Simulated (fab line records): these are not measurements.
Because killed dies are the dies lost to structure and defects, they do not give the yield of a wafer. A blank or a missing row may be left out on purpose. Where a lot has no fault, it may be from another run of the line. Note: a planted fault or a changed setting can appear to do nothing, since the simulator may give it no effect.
fab line records	flow nand-harc
record lots=13	wafers=39	last-day=25
route steps=1159 shown P_ZERO_WELL@56 P_STI@89 END@1159
lots that met no fault: from a run of the same line without faults
start-h: hours from the record's opening day to when the first of the lot's shown wafers began	wait-h: hours since the lot's step before	" the same as in the row above	L1.1+2: one row covering several wafers at once	- no value, or no start given	* or withheld: withheld	< > ~ a bound
route shown NAME@n: names a module that has steps shown in the file, with the first one's number in the route	usual: mean/standard deviation taken from wafers without a fault	same: alike in all rows	chamber/n: place in a boat	sites: per-site readings	_std_site: their standard deviation	_edge_site: the outer-site mean with the inner-site mean subtracted	radius-mm: for every site, how far away it sits from the centre of the wafer	mask NAME#n: copy n	behind: the tool/chamber that last shaped the wafer	hold: cause of the lot's hold/its duration in hours/its outcome	device: names the non-switching transistor (n, p or np)	end of line: the same wafers' tests at the end of the route	step lacking rows: just its recipe	killed: dies that structure and defects cost at the first sort, which is not the same as the wafer's yield	map: the dies of a wafer, with x for killed, . for not killed, _ for no die there
set.NAME: the setting the step ran with; set.NAME@STEP: the setting that earlier step ran with	model.NAME: the simulator's own value behind a step, which no gauge read
the route's steps for a sample of lots (tables are steps, rows are wafers)
services: from which hour (start-h, from the record's first day; less than 0 if before it) a tool's chamber was out of use, for how many hours, and why
## steps
# step NHARC_P_ZERO_WELL_EXPOSE_49
# recipe na=0.6	target-cd-nm=2000	dose-mj=22.64	mask-id=P_HVPW
lot.wafer	tool	chamber	start-h	wait-h	mask
L119.1+2+6	krf-scanner-01	0	17.74	-	P_HVPW#0
L120.2+4+5	krf-scanner-03	0	23.60	-	P_HVPW#0
L122.2+4+6	krf-scanner-04	0	35.42	-	P_HVPW#0
L123.1+2+4	krf-scanner-01	0	41.58	-	P_HVPW_R1#0
L129.1+2+6	krf-scanner-04	0	77.53	-	P_HVPW#0
L133.1+3+4	krf-scanner-04	0	102.91	-	P_HVPW#0
L134.2+4+6	krf-scanner-04	0	107.52	-	P_HVPW#0
L136.1+3+5	krf-scanner-04	0	119.61	-	P_HVPW#0
L137.2+4+5	krf-scanner-01	0	125.93	-	P_HVPW#0
L138.2+3+5	krf-scanner-01	0	131.60	-	P_HVPW#0
L139.1+3+5	krf-scanner-01	0	137.40	-	P_HVPW#0
L140.1+4+6	krf-scanner-04	0	143.71	-	P_HVPW#0
L141.1+5+6	krf-scanner-03	0	149.32	-	P_HVPW#0
# step NHARC_P_ZERO_WELL_CD_MEAS_52
# recipe target-cd-nm=2000	landing-energy-ev=500
# usual cd-nm=1999.9/2.5
lot.wafer	tool	chamber	start-h	wait-h	cd-nm
L119.1	cd-sem-01	0	17.89	-	1996.3
L119.2	"	0	"	"	2000.8
L119.6	"	0	"	"	1998.6
L120.2	cd-sem-03	0	23.76	-	2003.5
L120.4	"	0	"	"	1998.4
L120.5	"	0	"	"	1994.5
L122.2	cd-sem-01	0	35.58	-	1998.7
L122.4	"	0	"	"	1998.0
L122.6	"	0	"	"	2000.9
L123.1	cd-sem-02	0	41.75	-	1851.1
L123.2	"	0	"	"	1849.8
L123.4	"	0	"	"	1854.4
L129.1	cd-sem-03	0	77.68	-	1999.7
L129.2	"	0	"	"	1996.7
L129.6	"	0	"	"	1996.6
L133.1	cd-sem-02	0	103.07	-	2005.2
L133.3	"	0	"	"	1999.4
L133.4	"	0	"	"	2000.5
L134.2	cd-sem-02	0	107.67	-	1999.3
L134.4	"	0	"	"	1999.2
L134.6	"	0	"	"	1998.9
L136.1	cd-sem-01	0	119.77	-	2004.3
L136.3	"	0	"	"	1997.8
L136.5	"	0	"	"	2001.6
L137.2	cd-sem-01	0	126.09	-	1998.2
L137.4	"	0	"	"	2002.1
L137.5	"	0	"	"	2002.2
L138.2	cd-sem-03	0	131.76	-	1997.5
L138.3	"	0	"	"	1999.2
L138.5	"	0	"	"	1999.2
L139.1	cd-sem-01	0	137.56	-	2004.3
L139.3	"	0	"	"	1998.6
L139.5	"	0	"	"	1996.3
L140.1	cd-sem-02	0	143.86	-	2001.2
L140.4	"	0	"	"	1995.0
L140.6	"	0	"	"	1996.6
L141.1	cd-sem-01	0	149.48	-	2002.8
L141.5	"	0	"	"	2001.4
L141.6	"	0	"	"	2000.6
# step NHARC_P_STI_ETCH_31
# recipe target-depth-a=1089	time-s=54.5	cf4-flow-sccm=100	chf3-flow-sccm=30	ar-flow-sccm=0	rf-w=500	bias-w=200	chemistry=CF4/CHF3
# usual drypump-motor-current-A=5.8/0.46	oes-product-au=0.966/0.015	rf-vpp-V=370.5/2.4	showerhead-plenum-p-Torr=1.57/0.069	throttle-valve-pct=16.803/0.009
lot.wafer	tool	chamber	start-h	wait-h	drypump-motor-current-A	oes-product-au	rf-hours-counter-h	rf-vpp-V	showerhead-plenum-p-Torr	throttle-valve-pct
L119.2	rie-diel-11	3	-	-	5.6	0.965	1.8	371.9	1.66	16.815
L119.1	"	0	"	"	5.8	0.965	1.9	369.8	1.52	16.800
L119.6	"	2	"	"	5.5	0.975	-	368.9	1.50	16.820
L120.4	rie-diel-05	2	-	-	6.2	0.971	1.2	366.7	1.49	16.798
L120.2	"	0	"	"	5.6	0.976	1.3	366.7	1.49	16.821
L120.5	"	3	"	"	6.6	0.952	-	373.5	1.67	16.812
L122.2	rie-diel-11	2	-	-	5.5	0.967	2.7	367.5	1.50	16.808
L122.4	"	1	"	"	5.9	0.971	3.1	371.8	1.61	16.792
L122.6	"	2	"	"	5.5	0.980	-	367.3	1.50	16.803
L123.2	rie-diel-11	0	-	-	5.8	0.974	3.3	369.9	1.52	16.817
L123.1	"	1	"	"	5.8	0.968	3.3	371.7	1.61	16.793
L123.4	"	2	"	"	5.5	0.977	2.9	367.8	1.50	16.813
L129.2	rie-diel-08	0	-	-	6.2	0.930	3.7	376.2	1.69	16.810
L129.1	"	1	"	"	6.8	0.946	2.8	369.6	1.55	16.809
L129.6	"	0	"	"	6.2	0.929	-	373.9	1.69	16.805
L133.1	rie-diel-11	0	-	-	5.8	0.930	7.7	369.4	1.52	16.790
L133.4	"	1	"	"	5.9	0.950	7.4	373.0	1.61	16.785
L133.3	"	2	"	"	5.5	0.970	7.4	368.1	1.50	16.796
L134.4	rie-diel-08	3	-	-	5.1	0.956	4.9	368.6	1.57	16.802
L134.2	"	0	"	"	6.1	0.947	4.6	374.4	1.69	16.803
L134.6	"	1	"	"	6.8	0.978	-	369.8	1.55	16.814
L136.1	rie-diel-11	2	-	-	5.5	1.001	7.7	368.2	1.50	16.785
L136.3	"	0	"	"	5.8	0.956	8.1	367.8	1.52	16.800
L136.5	"	2	"	"	5.5	0.986	-	367.2	1.50	16.790
L137.4	rie-diel-08	0	-	-	6.2	0.940	0.3	373.5	1.69	16.807
L137.2	"	2	"	"	5.4	0.982	0.3	368.7	1.49	16.806
L137.5	"	0	"	"	6.1	0.953	-	374.2	1.69	16.807
L139.3	rie-diel-05	3	-	-	6.6	0.976	6.1	373.0	1.66	16.798
L139.1	"	1	"	"	6.1	0.955	5.9	373.0	1.61	16.806
L139.5	"	3	"	"	6.6	0.986	-	374.3	1.66	16.802
L138.3	rie-diel-08	3	-	-	5.1	0.962	0.5	371.5	1.57	16.801
L138.2	"	0	"	"	6.1	0.970	0.5	374.4	1.69	16.794
L138.5	"	1	"	"	6.8	0.968	-	369.3	1.55	16.815
L140.1	rie-diel-08	2	-	-	5.4	0.985	0.8	368.1	1.49	16.800
L140.4	"	3	"	"	5.1	0.967	0.8	372.2	1.57	16.795
L140.6	"	1	"	"	6.8	0.968	-	370.2	1.55	16.815
L141.1	rie-diel-11	1	-	-	5.8	0.986	9.8	371.8	1.61	16.814
L141.6	"	0	"	"	5.8	0.966	-	368.9	1.52	16.801
L141.5	"	1	"	"	5.8	0.986	-	370.5	1.61	16.809
# step NHARC_P_STI_OCD_MEAS_43
# usual trench-depth-nm=300/6.8	trench-foot-cd-nm=160/3.4
lot.wafer	tool	chamber	start-h	wait-h	trench-depth-nm	trench-foot-cd-nm
L119.1	ocd-01	-	38.66	-	305	165
L119.2	"	-	"	"	299	159
L119.6	"	-	"	"	308	159
L120.2	ocd-02	-	43.63	-	286	166
L120.4	"	-	"	"	307	162
L120.5	"	-	"	"	295	161
L122.2	ocd-01	-	51.75	-	295	153
L122.4	"	-	"	"	300	154
L122.6	"	-	"	"	295	155
L123.1	ocd-02	-	61.72	-	300	156
L123.2	"	-	"	"	293	157
L123.4	"	-	"	"	301	158
L129.1	ocd-02	-	93.91	-	299	159
L129.2	"	-	"	"	302	168
L129.6	"	-	"	"	298	163
L133.1	ocd-02	-	122.88	-	311	160
L133.3	"	-	"	"	297	159
L133.4	"	-	"	"	307	158
L134.2	ocd-01	-	123.04	-	298	167
L134.4	"	-	"	"	299	164
L134.6	"	-	"	"	299	162
L136.1	ocd-02	-	139.66	-	298	160
L136.3	"	-	"	"	295	158
L136.5	"	-	"	"	301	154
L137.2	ocd-01	-	144.61	-	305	159
L137.4	"	-	"	"	288	161
L137.5	"	-	"	"	289	165
L139.1	ocd-01	-	152.81	-	302	155
L139.3	"	-	"	"	307	156
L139.5	"	-	"	"	306	156
L138.2	ocd-01	-	152.97	-	311	161
L138.3	"	-	"	"	288	163
L138.5	"	-	"	"	298	157
L140.1	ocd-02	-	164.31	-	302	163
L140.4	"	-	"	"	300	157
L140.6	"	-	"	"	298	157
L141.1	ocd-01	-	164.47	-	300	160
L141.5	"	-	"	"	294	155
L141.6	"	-	"	"	303	156
# step NHARC_P_STI_CMP_21
# recipe t-overpolish-s=20	target-thk-nm=380.67
# usual motor-current-A=12.1/0.78	overpolish-run-s=20.001/0.0097	slurry-filter-dp-kPa=13.49/0.12
lot.wafer	tool	chamber	start-h	wait-h	motor-current-A	overpolish-run-s	slurry-filter-dp-kPa
L119.1	cmp-01	2	56.13	0.4	11.9	19.990	13.72
L119.2	"	0	"	"	11.8	20.005	13.48
L119.6	"	1	"	"	12.8	19.991	13.63
L120.2	cmp-01	1	62.39	0.4	12.4	19.998	13.40
L120.4	"	3	"	"	11.0	20.008	13.47
L120.5	"	0	"	"	11.5	19.997	13.46
L122.2	cmp-04	3	72.68	0.4	13.6	20.013	13.62
L122.4	"	1	"	"	11.5	20.011	13.57
L122.6	"	3	"	"	12.8	19.983	13.55
L123.2	cmp-04	1	81.35	0.4	12.2	20.012	13.57
L123.1	"	2	"	"	11.8	19.990	13.44
L123.4	"	0	"	"	12.4	19.997	13.43
L129.1	cmp-04	0	111.30	0.4	12.6	20.005	13.39
L129.2	"	2	"	"	11.2	20.015	13.41
L129.6	"	0	"	"	12.4	20.003	13.37
L133.4	cmp-04	3	141.10	0.4	12.9	20.007	13.27
L133.1	"	0	"	"	12.5	20.008	13.51
L133.3	"	1	"	"	12.2	19.994	13.53
L134.4	cmp-01	3	141.11	0.4	11.6	19.992	13.70
L134.2	"	0	"	"	11.2	20.013	13.49
L134.6	"	0	"	"	12.2	19.981	13.37
L137.2	cmp-04	0	160.13	0.4	12.9	19.988	13.57
L137.4	"	3	"	"	13.4	19.988	13.46
L137.5	"	1	"	"	11.7	20.004	13.50
L136.3	cmp-01	1	160.15	0.4	12.1	20.001	13.40
L136.1	"	3	"	"	11.4	20.003	13.36
L136.5	"	1	"	"	12.6	20.000	13.50
L138.3	cmp-04	3	176.87	0.4	13.5	20.011	13.49
L138.2	"	2	"	"	10.9	20.002	13.31
L138.5	"	0	"	"	12.3	20.014	13.41
L139.3	cmp-03	2	176.89	0.4	11.6	20.004	13.62
L139.1	"	3	"	"	11.8	20.009	13.38
L139.5	"	1	"	"	11.3	20.016	13.56
L141.1	cmp-03	1	188.06	0.4	11.8	20.021	13.70
L141.6	"	1	"	"	12.1	20.002	13.38
L141.5	"	2	"	"	11.8	19.995	13.76
L140.1	cmp-04	0	188.09	0.4	12.8	20.008	13.57
L140.4	"	1	"	"	11.9	20.003	13.64
L140.6	"	0	"	"	13.4	20.000	13.57
# step NHARC_END_SORT_01
# recipe temp-c=25
# usual killed-at-array=24/8.7	killed-at-other=0.8/1.2	killed-at-periphery=3.6/2.3	killed-dies=28/8.9	killed-open=3.2/1.9	killed-short=2.0/1.6
# same gross-dies=677
lot.wafer	tool	chamber	start-h	wait-h	killed-at-array	killed-at-other	killed-at-periphery	killed-dies	killed-open	killed-short
L123.1	prober-01	0	480.09	2.5	10	0	5	15	5	0
L123.2	prober-01	0	480.89	2.8	13	0	5	18	4	1
L129.1	prober-01	0	496.70	2.5	32	0	4	36	3	0
L129.2	prober-01	0	497.50	2.8	28	0	5	33	4	2
L129.6	prober-01	0	500.69	4.0	39	0	5	44	1	0
L133.1	prober-01	0	553.93	2.5	31	1	0	32	1	0
L133.3	prober-01	0	555.50	3.1	42	1	1	44	3	0
L133.4	prober-01	0	556.29	3.4	42	0	3	45	8	1
L134.2	prober-01	0	562.53	2.8	36	1	2	39	5	3
L134.4	prober-01	0	564.14	3.4	28	0	1	29	2	5
L134.6	prober-01	0	565.75	4.0	34	2	3	39	1	4
L137.2	prober-01	0	570.34	2.8	7	0	3	10	3	0
L137.4	prober-01	0	571.94	3.4	11	1	6	18	1	3
L137.5	prober-01	0	572.74	3.7	12	1	5	18	2	2
L138.2	prober-02	0	578.21	2.8	21	0	5	26	1	1
L138.3	prober-02	0	579.01	3.1	24	1	3	28	3	1
L138.5	prober-02	0	580.62	3.7	29	0	3	32	4	1
# killed by level:class
L123.1 A_CHANNEL_HOLE_D1:chamber-film-flake=4 A_CONTACT:geometric-particle:open=2 P_STI:chamber-film-flake=2 P_CONTACT:geometric-particle:open=1 A_SGD_CUT:geometric-particle:open=1 A_M1:geometric-particle:open=1 P_ZERO_WELL:chamber-film-flake=1 A_STAIRCASE:chamber-film-flake=1
L123.2 A_STAIRCASE:chamber-film-flake=7 A_CHANNEL_HOLE_D1:chamber-film-flake=3 A_SGD_CUT:geometric-particle:open=2 P_GATE:geometric-particle:short=1 P_CONTACT:geometric-particle:open=1 P_M2:geometric-particle:open=1 P_STI:chamber-film-flake=1 A_CONTACT:chamber-film-flake=1
L129.1 A_CHANNEL_HOLE_D1:chamber-film-flake=18 A_SLIT:chamber-film-flake=8 P_BONDPAD:chamber-film-flake=4 A_STAIRCASE:chamber-film-flake=2 A_CHANNEL_HOLE_D1:geometric-particle:open=1 A_CHANNEL_FILL_D1:geometric-particle:open=1 A_M0:geometric-particle:open=1 A_WL_FILL:chamber-film-flake=1
L129.2 A_CHANNEL_HOLE_D1:chamber-film-flake=12 A_SLIT:chamber-film-flake=10 P_M2:chamber-film-flake=2 P_GATE:geometric-particle:open=1 P_CONTACT:geometric-particle:open=1 A_WL_FILL:geometric-particle:short=1 A_CONTACT:geometric-particle:short=1 A_CONTACT:geometric-particle:open=1
L129.6 A_CHANNEL_HOLE_D1:chamber-film-flake=16 A_SLIT:chamber-film-flake=12 A_STAIRCASE:chamber-film-flake=6 P_BONDPAD:chamber-film-flake=3 A_CONTACT:chamber-film-flake=3 A_WL_FILL:chamber-film-flake=2 P_GATE:geometric-particle:open=1 P_M2:chamber-film-flake=1
L133.1 A_CHANNEL_HOLE_D1:chamber-film-flake=15 A_SLIT:chamber-film-flake=10 A_CONTACT:chamber-film-flake=3 A_M0:chamber-film-flake=2 A_SGD_CUT:geometric-particle:open=1 THIN_TSV:chamber-film-flake=1
L133.3 A_SLIT:chamber-film-flake=22 A_CHANNEL_HOLE_D1:chamber-film-flake=13 A_ZERO_WELL:chamber-film-flake=2 A_CONTACT:chamber-film-flake=2 P_M1:geometric-particle:open=1 A_SGD_CUT:geometric-particle:open=1 A_BLC:geometric-particle:open=1 A_STAIRCASE:chamber-film-flake=1
L133.4 A_CHANNEL_HOLE_D1:chamber-film-flake=16 A_SLIT:chamber-film-flake=15 A_BLC:geometric-particle:open=3 A_CONTACT:chamber-film-flake=2 P_CONTACT:geometric-particle:open=1 P_M0:geometric-particle:open=1 A_ONON_D1:geometric-particle:short=1 A_ONON_D1:geometric-particle:open=1
L134.2 A_SLIT:chamber-film-flake=18 A_CHANNEL_HOLE_D1:chamber-film-flake=8 A_CONTACT:geometric-particle:open=3 A_CONTACT:chamber-film-flake=3 P_M1:geometric-particle:open=1 P_M2:geometric-particle:short=1 A_ONON_D1:geometric-particle:short=1 A_CHANNEL_FILL_D1:geometric-particle:open=1
L134.4 A_SLIT:chamber-film-flake=12 A_CHANNEL_HOLE_D1:chamber-film-flake=6 A_STAIRCASE:chamber-film-flake=3 A_ONON_D1:geometric-particle:short=2 P_M0:geometric-particle:short=1 A_CHANNEL_FILL_D1:geometric-particle:open=1 A_STAIRCASE:geometric-particle:short=1 A_CONTACT:geometric-particle:open=1
L134.6 A_SLIT:chamber-film-flake=15 A_CHANNEL_HOLE_D1:chamber-film-flake=13 P_GATE:geometric-particle:short=2 A_STAIRCASE:chamber-film-flake=2 THIN_TSV:chamber-film-flake=2 A_WL_FILL:geometric-particle:short=1 A_BLC:geometric-particle:open=1 A_M1:geometric-particle:short=1
L137.2 A_CHANNEL_HOLE_D1:chamber-film-flake=4 P_M1:geometric-particle:open=1 A_ONON_D1:geometric-particle:open=1 A_M0:geometric-particle:open=1 P_GATE:chamber-film-flake=1 P_BONDPAD:chamber-film-flake=1 A_CHANNEL_FILL_D1:chamber-film-flake=1
L137.4 A_CHANNEL_HOLE_D1:chamber-film-flake=7 P_M0:geometric-particle:short=2 P_STI:chamber-film-flake=2 P_GATE:chamber-film-flake=2 A_CHANNEL_FILL_D1:geometric-particle:short=1 A_CONTACT:geometric-particle:open=1 A_SLIT:chamber-film-flake=1 A_BLC:chamber-film-flake=1
L137.5 P_STI:chamber-film-flake=4 A_CHANNEL_HOLE_D1:chamber-film-flake=2 A_CHANNEL_FILL_D1:chamber-film-flake=2 A_STAIRCASE:chamber-film-flake=2 A_CHANNEL_FILL_D1:geometric-particle:open=1 A_SGD_CUT:geometric-particle:short=1 A_CONTACT:geometric-particle:open=1 A_M1:geometric-particle:short=1
L138.2 A_CHANNEL_HOLE_D1:chamber-film-flake=15 A_CHANNEL_FILL_D1:chamber-film-flake=3 P_GATE:chamber-film-flake=2 A_ZERO_WELL:chamber-film-flake=2 P_CONTACT:geometric-particle:short=1 P_M0:geometric-particle:open=1 P_ZERO_WELL:chamber-film-flake=1 A_BONDPAD:chamber-film-flake=1
L138.3 A_CHANNEL_HOLE_D1:chamber-film-flake=16 P_GATE:chamber-film-flake=2 A_CHANNEL_FILL_D1:chamber-film-flake=1 A_SGD_CUT:geometric-particle:short=1 A_SGD_CUT:geometric-particle:open=1 A_CONTACT:geometric-particle:open=1 A_BLC:geometric-particle:open=1 P_ZERO_WELL:chamber-film-flake=1
L138.5 A_CHANNEL_HOLE_D1:chamber-film-flake=18 A_STAIRCASE:chamber-film-flake=3 P_M0:geometric-particle:open=1 A_CHANNEL_HOLE_D1:geometric-particle:open=1 A_CHANNEL_FILL_D1:geometric-particle:open=1 A_WL_FILL:geometric-particle:short=1 A_CONTACT:geometric-particle:open=1 P_ZERO_WELL:chamber-film-flake=1
## services
tool	chamber	start-h	hours	kind
krf-scanner-03	-	-4.00	4.0	pm
cmp-03	-	-2.70	3.7	repair
cmp-04	-	-1.02	2.1	repair
cmp-04	-	1.59	2.3	repair
cmp-04	-	7.07	4.0	pm
rie-diel-11	0	7.26	10.8	repair
rie-diel-11	-	12.50	9.0	pm
cmp-03	-	15.27	0.4	repair
rie-diel-08	2	26.83	1.9	repair
krf-scanner-04	-	27.53	0.4	repair
rie-diel-08	1	31.27	14.8	repair
cmp-04	-	50.32	0.8	repair
krf-scanner-04	-	56.90	0.2	repair
cmp-01	-	70.86	5.3	repair
krf-scanner-01	-	84.00	4.0	pm
cmp-01	-	85.09	3.2	repair
rie-diel-08	2	87.80	20.9	repair
rie-diel-11	-	91.41	1.0	repair
cmp-04	-	105.07	4.0	pm
rie-diel-08	-	124.85	9.0	pm
krf-scanner-04	-	126.00	4.0	pm
cmp-04	-	184.15	0.4	repair
cmp-04	-	185.30	0.8	repair
cmp-01	-	186.28	4.0	pm
## key
first-sign step=NHARC_P_ZERO_WELL_EXPOSE_49	reading=mask	direction=changed
effect step=NHARC_P_ZERO_WELL_CD_MEAS_52	reading=cd-nm	direction=down	sigmas=58	usual=1999.9	struck=1851.8
met-at NHARC_P_ZERO_WELL_EXPOSE_49
struck-lots L123
tester-left-out L123
not-acting-at NHARC_P_STI_ETCH_31,NHARC_P_STI_OCD_MEAS_43,NHARC_P_STI_CMP_21
onset-between 17.74 41.58
fault kind=wrong-mask	tool=any	chamber=-	onset-h=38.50	steps=NHARC_P_ZERO_WELL_EXPOSE_49	aux-copy=P_HVPW_R1#0	cd-offset-nm=-147.93	scope=struck-lots-only
# tester-left-out: of these lots the tester's yield and bins aren't shown, on N5 and GAA mostly nor the transistor test; their killed dies are dies lost to structure and defects alone, not to doping, threshold or leakage, so they don't give the yield
